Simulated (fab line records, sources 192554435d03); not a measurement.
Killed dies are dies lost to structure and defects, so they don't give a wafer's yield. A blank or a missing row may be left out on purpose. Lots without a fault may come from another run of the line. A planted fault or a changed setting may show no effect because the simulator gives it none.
Chamber matching | flow n5_finfet | N5_BEOL_M10_CVD_75 on cvd_co-02: 3 sister chambers
The step deposits Co from CCTBA/H2, target thk 2 nm, time 138.9 s. 3 wafers are shown with their chamber, then 8 later ones without.

WAFERS WITH THEIR CHAMBER
wafer  | chamber | run_length_s (s)
L223.6 | 2       | 161.9
L221.1 | 0       | 161.6
L221.2 | 1       | 161.9

WAFERS WITHOUT THEIR CHAMBER
wafer  | run_length_s (s)
L221.5 | 161.8
L222.2 | 161.9
L222.4 | 162.1
L222.5 | 161.6
L233.1 | 161.9
L233.4 | 162.1
L231.2 | 162.2
L231.4 | 162.0

WHICH CHAMBER EACH WENT THROUGH
wafer  | from the rows above          | in truth
L221.5 | can't be placed: 1 or 2 or 0 | 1
L222.2 | can't be placed: 1 or 2 or 0 | 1
L222.4 | can't be placed: 1 or 2 or 0 | 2
L222.5 | can't be placed: 0 or 1 or 2 | 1
L233.1 | can't be placed: 1 or 2 or 0 | 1
L233.4 | can't be placed: 1 or 2 or 0 | 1
L231.2 | can't be placed: 1 or 2 or 0 | 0
L231.4 | can't be placed: 1 or 2 or 0 | 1
Placed correctly: 0 of 8. Can't be placed from these rows: 8 (the true chamber is among the candidates in 8). Placed wrongly: 0.
How it was worked out, from the rows above alone: a wafer's distance from a chamber is the root of the sum, over the readings, of the square of ((its reading less the chamber's mean) divided by the reading's scatter). The wafer belongs to the nearest chamber; if the next one is less than 2 further off, it can't be placed. A chamber's mean is the mean of its shown wafers. The scatter: with one shown wafer a chamber, the root of the mean of the squares of how far each hidden wafer lies from its nearest shown one.
